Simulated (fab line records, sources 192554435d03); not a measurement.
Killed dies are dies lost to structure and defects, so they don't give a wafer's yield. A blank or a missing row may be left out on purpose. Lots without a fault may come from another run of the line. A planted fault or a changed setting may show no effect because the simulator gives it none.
fab line records | flow n5_finfet | part 2 of 2: steps 23 to 33 of 33
record lots=5 wafers=15 last_day=18
route steps=1938 shown BEOL_M1@800
lots that met no fault: from a run of the same line without faults
start_h: hours from the record's first day to the start of the lot's first wafer shown | wait_h: hours since the lot's step before | " the same as in the row above | L1.1+2: a row that stands for several wafers | - no value, or no start given | * or withheld: withheld | < > ~ a bound
route shown NAME@n: a module of which the file shows steps, and the number in the route of the first | usual: mean/standard deviation of fault-free wafers | same: alike in all rows | chamber/n: place in a boat | sites: the reading at each site | _std_site: their standard deviation | _edge_site: outer sites' mean less inner sites' | radius_mm: how far each site lies from the wafer's centre | mask NAME#n: copy n | behind: the tool/chamber that last shaped the wafer | hold: why the lot was held/for how many hours/how that ended | device: the transistor (n, p or np) that didn't switch | end of line: the same wafers' tests at the end of the route | a step without rows: its recipe alone | killed: dies lost to structure and defects at the first sort, not the wafer's yield | map: a wafer's dies, x killed, . not, _ none there
set.NAME: the setting as run; set.NAME@STEP: as run at that earlier step | model.NAME: the simulator's own value behind a step, which no gauge read
lots at some steps of the route; a table a step, a row a wafer
services: from which hour (start_h, from the record's first day; less than 0 if before it) a tool's chamber was out of use, for how many hours, and why
## steps
# step N5_BEOL_M1_SPUTTER_88
# recipe material=Cu target_thk_a=45 temp_c=-20 chamber_pressure_pa=0.07 power_w=withheld time_s=8.29
# usual throttle_valve_pct=29.5/0.97
# columns lot.wafer tool chamber start_h wait_h throttle_valve_pct
L082.2 pvd_sputter-02 - 177.35 0.1 29.9
L082.5 " - " " 29.9
L082.6 " - " " 31.9
L085.3 pvd_sputter-02 - 190.66 0.1 30.2
L085.4 " - " " 29.0
L085.5 " - " " 31.8
L084.1 pvd_sputter-03 - 194.89 0.1 29.3
L084.2 " - " " 29.3
L084.4 " - " " 28.6
L095.1 pvd_sputter-02 - 257.29 0.1 28.8
L095.2 " - " " 32.0
L095.3 " - " " 29.9
L096.2 pvd_sputter-02 - 286.80 0.1 29.8
L096.4 " - " " 32.0
L096.6 " - " " 32.1
# step N5_BEOL_M1_ANNEAL_89
# recipe temp_c=400 time_s=240 ambient=vacuum
# usual heater_power_w=834/82
# columns lot.wafer tool chamber start_h wait_h heater_power_w
L082.2 pvd_sputter-02 - 177.43 0.0 807
L082.5 " - " " 860
L082.6 " - " " 811
L085.3 pvd_sputter-02 - 190.74 0.0 789
L085.4 " - " " 909
L085.5 " - " " 820
L084.1 pvd_sputter-03 - 194.97 0.0 823
L084.2 " - " " 829
L084.4 " - " " 1026
L095.1 pvd_sputter-02 - 257.37 0.0 893
L095.2 " - " " 829
L095.3 " - " " 859
L096.2 pvd_sputter-02 - 286.88 0.0 872
L096.4 " - " " 817
L096.6 " - " " 827
# step N5_BEOL_M1_SPUTTER_90
# recipe material=Cu target_thk_a=45 temp_c=-20 chamber_pressure_pa=0.07 power_w=withheld time_s=8.29
# usual throttle_valve_pct=29.6/1
# columns lot.wafer tool chamber start_h wait_h throttle_valve_pct
L082.2 pvd_sputter-02 - 177.57 0.1 30.1
L082.5 " - " " 29.6
L082.6 " - " " 31.9
L085.3 pvd_sputter-02 - 190.88 0.1 29.9
L085.4 " - " " 29.0
L085.5 " - " " 32.0
L084.1 pvd_sputter-03 - 195.11 0.1 29.2
L084.2 " - " " 29.3
L084.4 " - " " 28.5
L095.1 pvd_sputter-02 - 257.51 0.1 28.9
L095.2 " - " " 31.9
L095.3 " - " " 30.2
L096.2 pvd_sputter-02 - 287.02 0.1 29.8
L096.4 " - " " 32.0
L096.6 " - " " 32.0
# step N5_BEOL_M1_ANNEAL_91
# recipe temp_c=400 time_s=240 ambient=vacuum
# usual heater_power_w=833/82
# columns lot.wafer tool chamber start_h wait_h heater_power_w
L082.2 pvd_sputter-02 - 177.65 0.0 814
L082.5 " - " " 876
L082.6 " - " " 808
L085.3 pvd_sputter-02 - 190.96 0.0 793
L085.4 " - " " 882
L085.5 " - " " 837
L084.1 pvd_sputter-03 - 195.19 0.0 821
L084.2 " - " " 855
L084.4 " - " " 1017
L095.1 pvd_sputter-02 - 257.59 0.0 908
L095.2 " - " " 826
L095.3 " - " " 852
L096.2 pvd_sputter-02 - 287.10 0.0 849
L096.4 " - " " 801
L096.6 " - " " 834
# step N5_BEOL_M1_SPUTTER_92
# recipe material=Cu target_thk_a=45 temp_c=-20 chamber_pressure_pa=0.07 power_w=withheld time_s=8.29
# usual throttle_valve_pct=29.5/0.98
# columns lot.wafer tool chamber start_h wait_h throttle_valve_pct
L082.2 pvd_sputter-02 - 177.79 0.1 30.3
L082.5 " - " " 29.8
L082.6 " - " " 31.8
L085.3 pvd_sputter-02 - 191.10 0.1 30.0
L085.4 " - " " 29.1
L085.5 " - " " 32.0
L084.1 pvd_sputter-03 - 195.33 0.1 29.1
L084.2 " - " " 29.7
L084.4 " - " " 28.9
L095.1 pvd_sputter-02 - 257.73 0.1 29.1
L095.2 " - " " 31.8
L095.3 " - " " 29.9
L096.2 pvd_sputter-02 - 287.24 0.1 30.1
L096.4 " - " " 31.6
L096.6 " - " " 32.0
# step N5_BEOL_M1_ANNEAL_93
# recipe temp_c=400 time_s=240 ambient=vacuum
# usual heater_power_w=834/80
# columns lot.wafer tool chamber start_h wait_h heater_power_w
L082.2 pvd_sputter-02 - 177.87 0.0 825
L082.5 " - " " 872
L082.6 " - " " 822
L085.3 pvd_sputter-02 - 191.18 0.0 808
L085.4 " - " " 879
L085.5 " - " " 819
L084.1 pvd_sputter-03 - 195.41 0.0 823
L084.2 " - " " 834
L084.4 " - " " 1009
L095.1 pvd_sputter-02 - 257.81 0.0 863
L095.2 " - " " 810
L095.3 " - " " 869
L096.2 pvd_sputter-02 - 287.32 0.0 857
L096.4 " - " " 797
L096.6 " - " " 826
# step N5_BEOL_M1_SPUTTER_94
# recipe material=Cu target_thk_a=45 temp_c=-20 chamber_pressure_pa=0.07 power_w=withheld time_s=8.29
# usual throttle_valve_pct=29.6/0.97
# columns lot.wafer tool chamber start_h wait_h throttle_valve_pct
L082.2 pvd_sputter-02 - 178.01 0.1 29.9
L082.5 " - " " 29.8
L082.6 " - " " 31.9
L085.3 pvd_sputter-02 - 191.32 0.1 30.3
L085.4 " - " " 29.0
L085.5 " - " " 31.8
L084.1 pvd_sputter-03 - 195.55 0.1 29.3
L084.2 " - " " 29.1
L084.4 " - " " 28.8
L095.1 pvd_sputter-02 - 257.95 0.1 29.1
L095.2 " - " " 31.9
L095.3 " - " " 30.0
L096.2 pvd_sputter-02 - 287.46 0.1 29.9
L096.4 " - " " 31.6
L096.6 " - " " 32.0
# step N5_BEOL_M1_ANNEAL_95
# recipe temp_c=400 time_s=240 ambient=vacuum
# usual heater_power_w=832/81
# columns lot.wafer tool chamber start_h wait_h heater_power_w
L082.2 pvd_sputter-02 - 178.09 0.0 797
L082.5 " - " " 874
L082.6 " - " " 836
L085.3 pvd_sputter-02 - 191.40 0.0 793
L085.4 " - " " 896
L085.5 " - " " 814
L084.1 pvd_sputter-03 - 195.63 0.0 843
L084.2 " - " " 835
L084.4 " - " " 1021
L095.1 pvd_sputter-02 - 258.03 0.0 867
L095.2 " - " " 829
L095.3 " - " " 887
L096.2 pvd_sputter-02 - 287.54 0.0 859
L096.4 " - " " 819
L096.6 " - " " 831
# step N5_BEOL_M1_SPUTTER_96
# recipe material=Cu target_thk_a=45 temp_c=-20 chamber_pressure_pa=0.07 power_w=withheld time_s=8.29
# usual throttle_valve_pct=29.6/0.96
# columns lot.wafer tool chamber start_h wait_h throttle_valve_pct
L082.2 pvd_sputter-02 - 178.23 0.1 30.0
L082.5 " - " " 29.5
L082.6 " - " " 31.7
L085.3 pvd_sputter-02 - 191.54 0.1 30.5
L085.4 " - " " 29.0
L085.5 " - " " 31.9
L084.1 pvd_sputter-03 - 195.77 0.1 29.5
L084.2 " - " " 29.5
L084.4 " - " " 28.8
L095.1 pvd_sputter-02 - 258.17 0.1 29.2
L095.2 " - " " 31.5
L095.3 " - " " 29.7
L096.2 pvd_sputter-02 - 287.68 0.1 29.9
L096.4 " - " " 31.6
L096.6 " - " " 31.9
# step N5_BEOL_M1_ECD_50
# recipe material=Cu target_thk_a=3000
# columns lot.wafer tool chamber start_h wait_h
L082.2+5+6 ecd_cu-02 0,0,1 178.35 0.1
L085.3+4+5 ecd_cu-02 0,1,1 191.67 0.1
L084.1+2+4 ecd_cu-01 1,0,0 195.89 0.1
L095.1+2+3 ecd_cu-01 0,1,1 258.29 0.1
L096.2+4+6 ecd_cu-02 0,1,0 287.79 0.1
# step N5_BEOL_M1_ANNEAL_51
# recipe temp_c=225 time_s=90 ambient=N2
# usual wafer_temp_C_max=226.6/0.47
# columns lot.wafer tool chamber start_h wait_h wafer_temp_C_max
L082.2 rtp_anneal-02 0 178.47 0.1 226.9
L082.5 " 0 " " 227.5
L082.6 " 0 " " 226.4
L085.3 rtp_anneal-02 0 191.89 0.2 226.9
L085.4 " 0 " " 226.6
L085.5 " 0 " " 226.9
L084.1 rtp_anneal-01 0 195.97 0.1 226.3
L084.2 " 0 " " 226.1
L084.4 " 0 " " 226.2
L095.1 rtp_anneal-02 0 258.37 0.1 226.8
L095.2 " 0 " " 226.5
L095.3 " 0 " " 226.5
L096.2 rtp_anneal-01 0 287.92 0.1 225.9
L096.4 " 0 " " 226.3
L096.6 " 0 " " 226.4
## services
# columns tool chamber start_h hours kind
cvd_co-01 - 171.25 14.6 pm
pvd_sputter-02 - 174.82 1.6 repair
rie_diel-06 - 182.23 2.8 pm
cvd_co-02 - 185.90 14.6 pm
ald_metal-01 - 188.19 2.3 repair
cvd_co-01 1 194.93 65.5 repair
ecd_cu-01 - 200.97 0.3 repair
ecd_cu-02 - 205.39 2.7 repair
cvd_co-01 - 211.02 2.8 pm
rie_diel-03 - 242.73 14.6 pm
ecd_cu-01 - 258.71 5.4 pm
rie_diel-05 3 272.30 - clean
rie_diel-05 3 272.30 - consumable_replace:focus_ring
rie_diel-05 3 272.30 16.6 scheduled_down
rie_diel-05 3 272.30 16.6 vent_cycle
rie_diel-03 3 279.83 - clean
rie_diel-03 3 279.83 - consumable_replace:focus_ring
rie_diel-03 3 279.83 23.5 scheduled_down
rie_diel-03 3 279.83 23.5 vent_cycle
rie_diel-05 1 282.09 17.6 repair
ald_metal-04 1 283.93 17.5 repair
